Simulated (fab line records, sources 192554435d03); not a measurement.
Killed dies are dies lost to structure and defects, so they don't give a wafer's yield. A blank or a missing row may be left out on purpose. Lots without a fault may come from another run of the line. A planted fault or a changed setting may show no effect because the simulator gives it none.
fab line records | flow n5_finfet
record lots=6 wafers=18 last_day=19
route steps=1938 shown FIN_SAQP@121 BEOL_M4@1111
lots that met no fault: from a run of the same line without faults
start_h: hours from the record's first day to the start of the lot's first wafer shown | wait_h: hours since the lot's step before | " the same as in the row above | L1.1+2: a row that stands for several wafers | - no value, or no start given | * or withheld: withheld | < > ~ a bound
route shown NAME@n: a module of which the file shows steps, and the number in the route of the first | usual: mean/standard deviation of fault-free wafers | same: alike in all rows | chamber/n: place in a boat | sites: the reading at each site | _std_site: their standard deviation | _edge_site: outer sites' mean less inner sites' | radius_mm: how far each site lies from the wafer's centre | mask NAME#n: copy n | behind: the tool/chamber that last shaped the wafer | hold: why the lot was held/for how many hours/how that ended | device: the transistor (n, p or np) that didn't switch | end of line: the same wafers' tests at the end of the route | a step without rows: its recipe alone | killed: dies lost to structure and defects at the first sort, not the wafer's yield | map: a wafer's dies, x killed, . not, _ none there
set.NAME: the setting as run; set.NAME@STEP: as run at that earlier step | model.NAME: the simulator's own value behind a step, which no gauge read
lots at some steps of the route; a table a step, a row a wafer
services: from which hour (start_h, from the record's first day; less than 0 if before it) a tool's chamber was out of use, for how many hours, and why
## steps
# step N5_FIN_SAQP_STRIP_55
# recipe chemistry=N2/H2 power_w=500 temp_c=40 pressure_mtorr=50 rf_frequency_hz=6e+07 overash_fraction=0.3 bias_power_w=28 h2_frac=0.5 n2_flow_sccm=300 h2_flow_sccm=300
# step N5_FIN_SAQP_STRIP_23
# recipe chemistry=SPM time_s=750 temp_c=130 h2so4_h2o2_vol_ratio=4
# step N5_FIN_SAQP_SRD_66
# recipe dry=ipa_marangoni time_s=30 temp_c=23 rinse_liquid=diw
# step N5_FIN_SAQP_RECESS_75
# recipe chemistry=HF/NH3 target=SiO2 target_depth_a=144 afs_cycles=3 temp_c=30 sublimation_temp_c=180 sublimation_time_s=60
# step N5_FIN_SAQP_SPACER1_ALD_24
# recipe material=SiO2 target_thk_a=203 temp_c=300 ald_precursor_family=BDEAS ald_co_reactant=O2-plasma pulse_time_s=1 purge_time_s=2 co_reactant_purge_time_s=2 ald_cycles=218 pressure_torr=2
# step N5_FIN_SAQP_SPACER1_ETCHBACK_25
# recipe chemistry=CHF3/O2 mode=anisotropic_etchback target=SiO2 target_depth_a=244 time_s=12.2 pressure_mtorr=30 source_w=650 bias_w=170 Ar_flow_sccm=200 CHF3_flow_sccm=50 O2_flow_sccm=5 ion_energy_ev=200
# usual drypump_motor_current_A=5.9/0.49 oes_product_au=0.80/0.092 rf_vpp_V=521/10 showerhead_plenum_p_Torr=2.42/0.081 throttle_valve_pct=18.93/0.24
# columns lot.wafer tool chamber start_h wait_h drypump_motor_current_A oes_product_au rf_hours_counter_h rf_vpp_V showerhead_plenum_p_Torr throttle_valve_pct
L744.3 rie_diel-03 1 29.13 0.4 6.5 0.69 245 514 2.47 19.01
L744.4 " 1 " " 6.5 0.69 - 512 2.47 19.00
L744.5 " 0 " " 6.0 0.94 - 523 2.37 18.83
L750.3 rie_diel-05 1 65.10 0.4 6.2 0.68 239 521 2.38 19.08
L750.4 " 2 " " 5.6 0.79 148 526 2.50 18.92
L750.5 " 3 " " 5.6 0.68 - 522 2.39 18.91
L757.1 rie_diel-01 3 108.55 0.4 5.1 0.78 139 520 2.22 18.66
L757.4 " 2 " " 5.4 0.74 180 536 2.50 19.03
L757.5 " 0 " " 6.2 0.79 - 508 2.32 18.98
L758.1 rie_diel-05 2 116.90 0.5 5.6 0.77 165 525 2.50 18.98
L758.4 " 2 " " 5.6 0.77 - 525 2.50 18.96
L758.6 " 0 " " 5.3 0.88 - 512 2.48 18.86
L760.1 rie_diel-05 3 127.29 0.4 5.6 0.66 267 521 2.38 18.94
L760.3 " 0 " " 5.3 0.87 35 513 2.48 18.86
L760.4 " 3 " " 5.5 0.67 - 521 2.38 18.93
L765.1 rie_diel-05 2 158.85 0.4 5.6 0.76 186 525 2.49 19.00
L765.3 " 1 " " 6.2 0.94 12 522 2.37 18.73
L765.4 " 1 " " 6.2 0.94 - 521 2.37 18.72
# step N5_FIN_SAQP_MANDREL1_REMOVE_56
# recipe chemistry=HBr/Cl2/O2 bt_time_s=10 target=a-Si stop_on=SiNx endpoint=OES-SiCl over_etch_frac=1 icp_w=600 bias_w=22 HBr_flow_sccm=150 Cl2_flow_sccm=80 O2_flow_sccm=5 pressure_mtorr=10
# usual drypump_motor_current_A=5.7/0.55 oes_product_au=1.001/0.015 throttle_valve_pct=36.6/0.32
# columns lot.wafer tool chamber start_h wait_h drypump_motor_current_A oes_product_au rf_hours_counter_h throttle_valve_pct
L744.3 rie_si-05 1 29.21 0.1 4.9 1.011 67 36.7
L744.4 " 0 " " 6.5 1.013 3 36.5
L744.5 " 1 " " 4.9 1.016 - 36.7
L750.3 rie_si-01 1 65.19 0.1 4.7 0.985 8 36.3
L750.4 " 0 " " 6.0 1.010 198 36.0
L750.5 " 2 " " 5.7 0.973 - 36.5
L757.1 rie_si-03 3 108.64 0.1 5.8 1.019 56 36.7
L757.4 " 2 " " 5.7 1.025 197 36.4
L757.5 " 2 " " 5.7 1.018 - 36.3
L758.1 rie_si-05 3 116.99 0.1 5.7 1.016 5 37.1
L758.4 " 2 " " 5.8 1.019 125 37.0
L758.6 " 2 " " 5.8 1.026 - 37.0
L760.1 rie_si-01 2 127.38 0.1 5.7 0.982 8 36.5
L760.3 " 1 " " 4.7 0.984 10 36.3
L760.4 " 2 " " 5.8 0.976 - 36.5
L765.1 rie_si-01 0 158.94 0.1 6.0 1.012 0 36.2
L765.3 " 2 " " 5.7 0.986 8 36.5
L765.4 " 3 " " 6.3 1.010 46 36.7
# step N5_FIN_SAQP_CD_MEAS_27
# recipe target_cd_nm=20 landing_energy_ev=1000 detector=se_inlens polarity=line
# usual cd_nm=20.29/0.25
# columns lot.wafer tool chamber start_h wait_h cd_nm
L744.3 cd_sem-02 0 29.33 0.1 20.21
L744.4 " 0 " " 20.32
L744.5 " 0 " " 20.06
L750.3 cd_sem-02 0 65.31 0.1 20.41
L750.4 " 0 " " 20.17
L750.5 " 0 " " 20.39
L757.1 cd_sem-02 0 108.75 0.1 19.99
L757.4 " 0 " " 20.39
L757.5 " 0 " " 20.26
L758.1 cd_sem-03 0 117.10 0.1 20.08
L758.4 " 0 " " 20.51
L758.6 " 0 " " 20.18
L760.1 cd_sem-02 0 127.49 0.1 20.40
L760.3 " 0 " " 20.89
L760.4 " 0 " " 20.58
L765.1 cd_sem-01 0 159.05 0.1 20.37
L765.3 " 0 " " 20.25
L765.4 " 0 " " 20.35
# step N5_FIN_SAQP_ETCH_57
# recipe chemistry=CH3F/O2 target=SiNx mask_material=SiO2 target_depth_a=325 time_s=46.4 pressure_mtorr=30 source_w=395 bias_w=73 Ar_flow_sccm=150 CH3F_flow_sccm=30 O2_flow_sccm=20 ion_energy_ev=120 ends=cleared
# step N5_FIN_SAQP_ETCH_65
# recipe chemistry=CF4 target=SiO2 target_depth_a=40 ion_energy_ev=350 time_s=4.4 pressure_mtorr=10 icp_w=800 bias_w=400 cf4_flow_sccm=80
# step N5_FIN_SAQP_MANDREL_ETCH_58
# recipe chemistry=HBr/Cl2 target=a-Si target_depth_a=450 bt_time_s=10 stop_on=SiNx mask_material=SiO2 over_etch_frac=0.8 time_s=27 pressure_mtorr=10 icp_w=800 bias_w=75 HBr_flow_sccm=150 Cl2_flow_sccm=80 ends=end_point
# usual drypump_motor_current_A=5.7/0.58 oes_product_au=0.699/0.0094 throttle_valve_pct=35.5/0.32
# columns lot.wafer tool chamber start_h wait_h drypump_motor_current_A oes_product_au rf_hours_counter_h throttle_valve_pct
L744.3 rie_si-03 1 29.56 0.0 6.4 0.691 79 35.5
L744.4 " 0 " " 5.0 0.700 66 36.0
L744.5 " 3 " " 5.8 0.714 - 35.6
L750.3 rie_si-01 0 65.79 0.0 6.0 0.707 198 34.9
L750.4 " 2 " " 5.7 0.686 6 35.4
L750.5 " 3 " " 6.3 0.704 - 35.6
L757.1 rie_si-05 1 108.94 0.0 4.9 0.710 68 35.5
L757.4 " 0 " " 6.4 0.702 5 35.4
L757.5 " 0 " " 6.4 0.700 - 35.4
L758.1 rie_si-03 0 117.29 0.0 5.0 0.692 67 36.0
L758.4 " 3 " " 5.8 0.705 56 35.5
L758.6 " 1 " " 6.4 0.700 - 35.5
L760.1 rie_si-05 3 127.68 0.0 5.7 0.702 5 36.0
L760.3 " 1 " " 4.9 0.702 69 35.5
L760.4 " 0 " " 6.4 0.701 5 35.4
L765.1 rie_si-03 2 159.24 0.0 5.7 0.699 0 35.2
L765.3 " 0 " " 5.0 0.685 68 36.0
L765.4 " 1 " " 6.4 0.691 - 35.5
# step N5_FIN_SAQP_RECESS_63
# recipe chemistry=HF/NH3 target=SiO2 target_depth_a=180 afs_cycles=3 temp_c=30 sublimation_temp_c=180 sublimation_time_s=60
# usual drypump_motor_current_A=5.5/0.39
# columns lot.wafer tool chamber start_h wait_h drypump_motor_current_A
L744.3 vapor_etch-01 0 29.76 0.2 5.3
L744.4 " 1 " " 5.2
L744.5 " 0 " " 5.2
L750.3 vapor_etch-02 1 65.99 0.2 6.2
L750.4 " 0 " " 5.6
L750.5 " 1 " " 6.2
L757.1 vapor_etch-02 0 109.02 0.1 5.5
L757.4 " 0 " " 5.6
L757.5 " 0 " " 5.5
L758.1 vapor_etch-01 1 117.37 0.1 5.2
L758.4 " 1 " " 5.2
L758.6 " 1 " " 5.2
L760.1 vapor_etch-01 0 127.76 0.1 5.3
L760.3 " 1 " " 5.2
L760.4 " 0 " " 5.3
L765.1 vapor_etch-02 1 159.32 0.1 6.2
L765.3 " 1 " " 6.2
L765.4 " 0 " " 5.6
# step N5_FIN_SAQP_COAT_68
# recipe resist=SOC temp_c=250 time_s=60 spin_rpm=1500 resist_thk_nm=100
# usual resist_line_temp_C=22.99/0.1 spin_speed_rpm=1500.1/0.9
# columns lot.wafer tool chamber start_h wait_h resist_line_temp_C spin_speed_rpm model.SOC_of_FIN_SAQP_COAT_68.thk_nm
L744.3 litho_track-02 0 30.03 0.2 23.11 1499.9 99.8
L744.4 " 0 " " 23.12 1499.2 99.8
L744.5 " 0 " " 23.04 1499.6 100
L750.3 litho_track-01 0 66.26 0.2 22.99 1500.0 100.4
L750.4 " 0 " " 22.98 1500.1 100.4
L750.5 " 0 " " 23.07 1498.5 100.8
L757.1 litho_track-01 0 109.41 0.3 22.94 1555.2 97.8
L757.4 " 0 " " 23.01 1555.2 97.8
L757.5 " 0 " " 22.96 1557.7 98.2
L758.1 litho_track-03 0 117.76 0.3 23.09 1498.5 100.4
L758.4 " 0 " " 22.94 1498.8 100
L758.6 " 0 " " 23.09 1500.7 100
L760.1 litho_track-01 0 128.14 0.3 23.06 1556.1 97.8
L760.3 " 0 " " 23.02 1557.0 98
L760.4 " 0 " " 23.02 1555.2 97.8
L765.1 litho_track-02 0 159.70 0.3 22.85 1498.2 100.4
L765.3 " 0 " " 22.75 1499.9 100.6
L765.4 " 0 " " 23.01 1498.3 100.4
# step N5_FIN_SAQP_ETCH_69
# recipe chemistry=N2/H2 target=SOC target_depth_a=1500 stop_on=SiNx ion_energy_ev=100 bias_w=61 pressure_mtorr=30 source_w=850 n2_flow_sccm=200 h2_flow_sccm=200
# usual drypump_motor_current_A=5.9/0.5 h2_flow_sccm=199.9/0.6 oes_product_au=0.81/0.081 rf_vpp_V=240.6/1.4 showerhead_plenum_p_Torr=2.54/0.089 throttle_valve_pct=17.78/0.24
# columns lot.wafer tool chamber start_h wait_h drypump_motor_current_A h2_flow_sccm oes_product_au rf_hours_counter_h rf_vpp_V showerhead_plenum_p_Torr throttle_valve_pct
L744.3 rie_diel-01 2 30.19 - 5.4 200.2 0.75 - 242.5 2.65 17.84
L744.4 " 0 " " 6.3 200.6 0.80 - 239.2 2.45 17.72
L744.5 " 2 " " 5.4 199.6 0.74 - 243.4 2.65 17.86
L750.3 rie_diel-05 2 66.32 - 5.6 198.9 0.78 148 242.4 2.66 17.90
L750.4 " 1 " " 6.2 199.2 0.68 240 239.6 2.49 17.90
L750.5 " 0 " " 5.4 200.1 0.93 - 241.6 2.60 17.58
L757.1 rie_diel-03 1 109.47 - 6.5 200.0 0.90 17 240.5 2.60 17.51
L757.4 " 0 " " 6.0 200.3 0.86 - 238.9 2.49 17.92
L757.5 " 2 " " 6.7 199.8 0.87 - 241.1 2.59 17.80
L758.1 rie_diel-01 1 117.82 - 6.4 201.2 0.85 29 239.5 2.51 17.53
L758.4 " 3 " " 5.1 201.0 0.76 142 236.1 2.33 17.45
L758.6 " 3 " " 5.1 200.8 0.77 - 236.7 2.33 17.45
L760.1 rie_diel-01 2 128.27 - 5.4 199.5 0.72 187 242.5 2.63 17.91
L760.3 " 3 " " 5.1 200.4 0.76 146 237.8 2.32 17.44
L760.4 " 0 " " 6.2 199.6 0.77 127 239.8 2.44 17.77
L765.1 rie_diel-03 0 159.79 - 6.0 199.9 0.84 64 239.5 2.48 17.98
L765.3 " 1 " " 6.5 200.2 0.86 37 240.6 2.59 17.56
L765.4 " 0 " " 6.1 199.5 0.83 - 241.4 2.48 17.97
# step N5_BEOL_M4_RC_MEAS_101
# usual DIBL_N=36.0/1.7 DIBL_P=36.2/1.9 IOFF_N=0.154/0.028 IOFF_P=0.21/0.036 ION_N=675/11 ION_P=463/8.3 SS_N=71.4/0.63 SS_P=73.2/0.55 VT_N=250.2/3 VT_P=-251/3.7
# columns lot.wafer tool chamber start_h wait_h DIBL_N[mV/V] DIBL_P[mV/V] IOFF_N[nA/um] IOFF_P[nA/um] ION_N[uA/um] ION_P[uA/um] SS_N[mV/dec] SS_P[mV/dec] VT_N[mV] VT_P[mV]
L744.3 prober-01 0 197.75 0.3 38.6 37.1 0.169 0.22 669 460 72.1 74.1 251.6 -250
L744.4 " 0 " " 37.7 37.1 0.153 0.22 668 459 71.8 73.8 252.2 -249
L744.5 " 0 " " 38.5 38.1 0.171 0.26 667 463 71.6 74.1 250.9 -248
L750.3 prober-01 0 269.66 0.3 36.8 37.1 0.153 0.19 686 458 72.4 73.3 250.4 -256
L750.4 " 0 " " 35.6 34.6 0.127 0.16 666 453 71.8 72.2 252.1 -255
L750.5 " 0 " " 35.6 35.9 0.129 0.18 661 455 70.7 73.1 252.2 -252
L758.1 prober-02 0 309.89 0.0 38.5 38.5 0.199 0.30 691 477 71.6 74.1 245.0 -244
L758.4 " 0 " " 38.5 38.3 0.193 0.28 682 476 72.0 73.6 244.9 -244
L758.6 " 0 " " 36.8 36.4 0.144 0.25 672 472 70.6 73.4 249.5 -246
L760.1 prober-01 0 330.18 0.0 33.6 34.5 0.131 0.17 675 460 71.1 73.3 252.0 -254
L760.3 " 0 " " 30.1 29.5 0.082 0.12 643 444 70.7 71.4 257.1 -259
L760.4 " 0 " " 31.6 31.8 0.101 0.14 658 450 70.3 72.9 255.4 -259
L757.1 prober-01 0 333.91 0.0 35.3 36.8 0.151 0.20 694 477 69.9 72.9 248.4 -251
L757.4 " 0 " " 34.8 35.9 0.130 0.18 674 462 69.6 72.8 251.8 -252
L757.5 " 0 " " 34.4 35.1 0.133 0.17 665 457 70.3 73.0 248.7 -251
L765.1 prober-01 0 344.15 0.0 37.2 37.7 0.191 0.28 681 471 71.9 73.7 248.2 -247
L765.3 " 0 " " 38.5 38.3 0.218 0.29 704 482 72.1 74.1 243.7 -244
L765.4 " 0 " " 39.2 38.9 0.211 0.30 682 473 72.8 72.8 246.9 -244
## services
# columns tool chamber start_h hours kind
rie_diel-01 1 16.80 - clean
rie_diel-01 1 16.80 - consumable_replace:focus_ring
rie_diel-01 1 16.80 21.6 scheduled_down
rie_diel-01 1 16.80 21.6 vent_cycle
rie_diel-01 3 22.47 13.9 repair
rie_diel-05 0 23.53 - clean
rie_diel-05 0 23.53 - consumable_replace:focus_ring
rie_diel-05 0 23.53 21.8 scheduled_down
rie_diel-05 0 23.53 21.8 vent_cycle
rie_si-05 - 26.41 2.8 pm
rie_diel-05 2 60.15 2.0 repair
rie_diel-05 1 84.10 21.9 repair
rie_diel-05 3 96.30 1.8 repair
rie_diel-05 2 100.11 16.3 repair
rie_diel-05 1 116.46 - clean
rie_diel-05 1 116.46 - consumable_replace:focus_ring
vapor_etch-02 - 118.34 0.1 repair
rie_diel-05 3 119.45 6.4 repair
rie_diel-05 3 134.83 - clean
rie_diel-05 3 134.83 - consumable_replace:focus_ring
rie_diel-05 3 134.83 29.9 scheduled_down
rie_diel-05 3 134.83 29.9 vent_cycle
rie_si-03 3 139.42 31.8 repair
rie_diel-03 2 157.49 2.7 repair
## key
first_sign step=N5_FIN_SAQP_COAT_68 reading=spin_speed_rpm direction=up sigmas=62 usual=* struck=*
effect none on later readings
model_effect step=N5_FIN_SAQP_COAT_68 value=SOC_of_FIN_SAQP_COAT_68.thk_nm without=99.7 struck=97.9
met_at N5_FIN_SAQP_COAT_68
struck_wafers L757.1,L757.4,L757.5,L760.1,L760.3,L760.4
onset_between 66.26 109.41
fault kind=process_parameter_drift tool=litho_track-01 chamber=- onset_h=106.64 steps=N5_FIN_SAQP_COAT_68 channel=spin_rpm offset=* shape=step end_h=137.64 acts_in=* stated=*
